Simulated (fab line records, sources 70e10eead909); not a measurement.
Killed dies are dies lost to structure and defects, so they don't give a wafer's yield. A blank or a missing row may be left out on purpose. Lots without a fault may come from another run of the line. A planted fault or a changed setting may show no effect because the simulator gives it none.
Which tool did it? | flow nand_harc | 12 lots, 36 wafers sampled, at 5 steps of a route of 1159

WHAT THE GAUGES READ, wafer by wafer
NHARC_END_SORT_01.
lot  | measured     | on        | killed_at_array | killed_at_other | killed_at_periphery | killed_dies | killed_open | killed_short
L936 | day 20 01:54 | prober-02 | 8 12 13         | 1 2 0           | 10 2 3              | 19 16 16    | 3 2 4       | 0 2 1
L937 | day 20 02:50 | prober-01 | 27 19 23        | 0 1 0           | 10 9 12             | 37 29 35    | 1 3 1       | 2 0 3
L938 | day 20 12:46 | prober-01 | 34 21 19        | 0 0 0           | 1 3 3               | 35 24 22    | 3 2 4       | 3 2 1
L943 | day 21 22:28 | prober-01 | 29 41 38        | 0 0 1           | 6 0 1               | 35 41 40    | 8 4 3       | 0 0 0
L942 | day 21 14:41 | prober-01 | 12 21 15        | 0 0 0           | 2 3 4               | 14 24 19    | 3 6 2       | 0 3 0
L944 | day 21 17:04 | prober-02 | 31 21 29        | 0 1 1           | 0 0 0               | 31 22 30    | 2 1 7       | 2 1 1
L946 | day 22 09:53 | prober-02 | 35 31 24        | 1 3 0           | 6 7 5               | 42 41 29    | 8 6 3       | 3 2 1
L948 | day 22 02:00 | prober-02 | 34 36 40        | 3 5 4           | 6 6 1               | 43 47 45    | 1 2 0       | 3 0 3
L947 | day 22 14:04 | prober-01 | 37 39 36        | 0 0 0           | 2 9 6               | 39 48 42    | 2 3 2       | 5 3 3
L954 | day 25 01:14 | prober-02 | 676 674 675     | 0 1 0           | 1 2 2               | 677 677 677 | 2 6 5       | 4 2 1
L957 | day 25 09:50 | prober-02 | 46 44 43        | 5 2 0           | 4 2 4               | 55 48 47    | 4 2 4       | 3 2 1
L955 | day 25 02:11 | prober-01 | 673 669 669     | 0 1 0           | 4 7 8               | 677 677 677 | 1 3 1       | 2 3 4

WHICH TOOL RAN EACH LOT (tool, then ch and the chambers of the sampled wafers, then the start)
lot  | NHARC_A_STAIRCASE_ETCH_223                    | NHARC_A_STAIRCASE_TRIM_224                    | NHARC_A_STAIRCASE_ETCH_230                    | NHARC_A_STAIRCASE_TRIM_231
L936 | rie_diel-02 ch 1,2,3, day 11 18:05 or earlier | rie_diel-02 ch 0,1,3, day 11 18:05 or earlier | rie_diel-01 ch 0,1,3, day 11 18:05 or earlier | rie_diel-01 ch 1,2, day 11 18:05
L937 | rie_diel-01 ch 0,1,3, day 11 20:46 or earlier | rie_diel-01 ch 0,1,3, day 11 20:46 or earlier | rie_diel-01 ch 1,2,3, day 11 20:46 or earlier | rie_diel-01 ch 0,3, day 11 20:46
L938 | rie_diel-07 ch 0,1,3, day 12 04:53 or earlier | rie_diel-07 ch 1,2,3, day 12 04:53 or earlier | rie_diel-01 ch 1,2,3, day 12 04:53 or earlier | rie_diel-01 ch 0,1,2, day 12 04:53
L943 | rie_diel-02 ch 0,1,3, day 13 12:31 or earlier | rie_diel-02 ch 0,1,3, day 13 12:31 or earlier | rie_diel-02 ch 0,1,3, day 13 12:31 or earlier | rie_diel-02 ch 0,1,2, day 13 12:31
L942 | rie_diel-01 ch 0,1,2, day 13 12:47 or earlier | rie_diel-01 ch 0,1,3, day 13 12:47 or earlier | rie_diel-01 ch 0,1,2, day 13 12:47 or earlier | rie_diel-01 ch 1,2,3, day 13 12:47
L944 | rie_diel-02 ch 0,2,3, day 13 15:41 or earlier | rie_diel-02 ch 0,3, day 13 15:41 or earlier   | rie_diel-07 ch 0,1, day 13 15:41 or earlier   | rie_diel-07 ch 0,3, day 13 15:41
L946 | rie_diel-07 ch 0,1,2, day 14 04:41 or earlier | rie_diel-07 ch 1,3, day 14 04:41 or earlier   | rie_diel-07 ch 0,2,3, day 14 04:41 or earlier | rie_diel-07 ch 0,2,3, day 14 04:41
L948 | rie_diel-02 ch 0,2,3, day 14 07:37 or earlier | rie_diel-02 ch 1,3, day 14 07:37 or earlier   | rie_diel-02 ch 0,1,3, day 14 07:37 or earlier | rie_diel-02 ch 0,3, day 14 07:37
L947 | rie_diel-02 ch 0,1,2, day 14 10:31 or earlier | rie_diel-02 ch 0,1, day 14 10:31 or earlier   | rie_diel-07 ch 0,3, day 14 10:31 or earlier   | rie_diel-07 ch 0,2,3, day 14 10:31
L954 | rie_diel-01 ch 1,2,3, day 16 04:23 or earlier | rie_diel-01 ch 0,1,2, day 16 04:23 or earlier | rie_diel-02 ch 1,3, day 16 04:23 or earlier   | rie_diel-02 ch 0,1,3, day 16 04:23
L957 | rie_diel-07 ch 0,2,3, day 16 12:17 or earlier | rie_diel-07 ch 2,3, day 16 12:17 or earlier   | rie_diel-07 ch 1,2, day 16 12:17 or earlier   | rie_diel-07 ch 0,2,3, day 16 12:17
L955 | rie_diel-02 ch 0,1,3, day 16 13:09 or earlier | rie_diel-02 ch 0,1,3, day 16 13:09 or earlier | rie_diel-02 ch 1,2, day 16 13:09 or earlier   | rie_diel-02 ch 2,3, day 16 13:09
- NHARC_A_STAIRCASE_ETCH_223: etches the open film in C4F8/O2, target depth 100 nm, time 40.5 s.
- NHARC_A_STAIRCASE_TRIM_224: chemistry O2, time 211.2 s.
- NHARC_A_STAIRCASE_ETCH_230: etches the open film in C4F8/O2, target depth 100 nm, time 40.5 s.
- NHARC_A_STAIRCASE_TRIM_231: chemistry O2, time 211.2 s.

WHAT THE TOOLS THEMSELVES READ (means of the sampled wafers that have a number; where no wafer has one, the mark that the record gives instead)
NHARC_A_STAIRCASE_ETCH_223.
lot  | tool        | oes_product_au (a.u.) | rf_vpp_V (V)
L936 | rie_diel-02 | 0.941                 | 896
L937 | rie_diel-01 | 0.949                 | 892
L938 | rie_diel-07 | 0.958                 | 900
L943 | rie_diel-02 | 0.934                 | 893
L942 | rie_diel-01 | 0.971                 | 891
L944 | rie_diel-02 | 0.950                 | 895
L946 | rie_diel-07 | 0.949                 | 898
L948 | rie_diel-02 | 0.931                 | 894
L947 | rie_diel-02 | 0.951                 | 895
L954 | rie_diel-01 | 0.956                 | 894
L957 | rie_diel-07 | 0.945                 | 898
L955 | rie_diel-02 | 0.949                 | 892

NHARC_A_STAIRCASE_TRIM_224.
lot  | tool        | chamber_pressure_mTorr (mTorr) | drypump_motor_current_A (A) | oes_product_au (a.u.) | rf_vpp_V (V) | showerhead_plenum_p_Torr (Torr) | throttle_valve_pct (%)
L936 | rie_diel-02 | 59.94                          | 5.83                        | 1.009                 | 57.1         | 3.46                            | 17.036
L937 | rie_diel-01 | 59.97                          | 5.68                        | 0.999                 | 57.8         | 3.41                            | 17.034
L938 | rie_diel-07 | 60.00                          | 5.93                        | 1.007                 | 57.7         | 3.61                            | 17.041
L943 | rie_diel-02 | 60.03                          | 5.82                        | 0.996                 | 56.9         | 3.45                            | 17.048
L942 | rie_diel-01 | 60.02                          | 5.67                        | 1.010                 | 57.1         | 3.41                            | 17.042
L944 | rie_diel-02 | 60.00                          | 5.52                        | 0.995                 | 57.2         | 3.44                            | 17.034
L946 | rie_diel-07 | 59.99                          | 5.99                        | 1.017                 | 58.1         | 3.66                            | 17.036
L948 | rie_diel-02 | 59.98                          | 5.90                        | 1.007                 | 57.7         | 3.48                            | 17.038
L947 | rie_diel-02 | 59.97                          | 6.14                        | 1.008                 | 58.1         | 3.45                            | 17.028
L954 | rie_diel-01 | 59.99                          | 5.60                        | 1.010                 | 57.8         | 3.55                            | 17.034
L957 | rie_diel-07 | 59.97                          | 6.10                        | 1.008                 | 58.5         | 3.62                            | 17.040
L955 | rie_diel-02 | 60.04                          | 5.84                        | 1.005                 | 57.8         | 3.44                            | 17.038

NHARC_A_STAIRCASE_ETCH_230.
lot  | tool        | oes_product_au (a.u.) | rf_vpp_V (V)
L936 | rie_diel-01 | 0.974                 | 892
L937 | rie_diel-01 | 0.943                 | 888
L938 | rie_diel-01 | 0.942                 | 888
L943 | rie_diel-02 | 0.941                 | 893
L942 | rie_diel-01 | 0.957                 | 890
L944 | rie_diel-07 | 0.963                 | 900
L946 | rie_diel-07 | 0.943                 | 899
L948 | rie_diel-02 | 0.959                 | 893
L947 | rie_diel-07 | 0.962                 | 901
L954 | rie_diel-02 | 0.927                 | 894
L957 | rie_diel-07 | 0.965                 | 897
L955 | rie_diel-02 | 0.936                 | 896

NHARC_A_STAIRCASE_TRIM_231.
lot  | tool        | chamber_pressure_mTorr (mTorr) | drypump_motor_current_A (A) | oes_product_au (a.u.) | rf_vpp_V (V) | showerhead_plenum_p_Torr (Torr) | throttle_valve_pct (%)
L936 | rie_diel-01 | 60.03                          | 5.48                        | 1.008                 | 56.0         | 3.32                            | 17.033
L937 | rie_diel-01 | 60.01                          | 5.85                        | 0.999                 | 57.3         | 3.42                            | 17.030
L938 | rie_diel-01 | 59.98                          | 5.59                        | 1.014                 | 57.2         | 3.39                            | 17.033
L943 | rie_diel-02 | 59.97                          | 5.98                        | 0.999                 | 57.0         | 3.48                            | 17.037
L942 | rie_diel-01 | 60.06                          | 5.68                        | 1.005                 | 57.2         | 3.31                            | 17.040
L944 | rie_diel-07 | 59.98                          | 5.76                        | 1.005                 | 58.1         | 3.66                            | 17.037
L946 | rie_diel-07 | 60.00                          | 5.88                        | 1.005                 | 57.8         | 3.62                            | 17.037
L948 | rie_diel-02 | 59.99                          | 5.77                        | 0.999                 | 57.5         | 3.42                            | 17.044
L947 | rie_diel-07 | 59.97                          | 5.90                        | 1.001                 | 57.8         | 3.62                            | 17.041
L954 | rie_diel-02 | -                              | -                           | -                     | -            | -                               | -
L957 | rie_diel-07 | 60.00                          | 5.89                        | 1.007                 | 58.1         | 3.61                            | 17.037
L955 | rie_diel-02 | -                              | -                           | -                     | -            | -                               | -

THE ANSWER, worked out from the rows above alone
Rule: what is usual is taken from the lots themselves. Put in order of their means at a reading, lots are off if they are a third of the lots or fewer, leave a main group of 4 or more, and stand apart from it by a gap of 3 or more times the standard deviation of the main group's means; of several such gaps the widest counts. A main group whose means are all the same, to the digits that the tables above print for the reading, isn't used. A lot without any number at a reading at which 4 lots or more have one is off too. The other lots that the step has rows for count as sound. The gauges are gone through in route order, then the tools' own readings, and for those a lot's mean is taken as printed above. The first step at which some lot is off is used, and at that step the reading that is off furthest; a lot without a number counts as furthest.
Off: L954, L955, at NHARC_END_SORT_01 (killed_at_array). The main group: mean 29, standard deviation 9.8.
A tool fits if, at a process step before that reading, it ran every lot that is off, and no sound lot after the first of them. The gauges at NHARC_END_SORT_01 aren't tried: what is off there is off at NHARC_A_STAIRCASE_TRIM_231 too, on other tools, and a gauge's error can't cause that. NHARC_A_STAIRCASE_ETCH_223 gives no start for some lots, so the hours and the order of its lots are those of NHARC_A_STAIRCASE_TRIM_231. NHARC_A_STAIRCASE_TRIM_224 gives no start for some lots, so the hours and the order of its lots are those of NHARC_A_STAIRCASE_TRIM_231. NHARC_A_STAIRCASE_ETCH_230 gives no start for some lots, so the hours and the order of its lots are those of NHARC_A_STAIRCASE_TRIM_231. One fits: rie_diel-02 at NHARC_A_STAIRCASE_ETCH_230 and NHARC_A_STAIRCASE_TRIM_231. At NHARC_A_STAIRCASE_ETCH_230 its last sound lot is L948 (day 14 07:37), its first lot that is off L954 (day 16 04:23): a fault that began between those two fits.

WHAT THE SIMULATOR HAD PUT IN
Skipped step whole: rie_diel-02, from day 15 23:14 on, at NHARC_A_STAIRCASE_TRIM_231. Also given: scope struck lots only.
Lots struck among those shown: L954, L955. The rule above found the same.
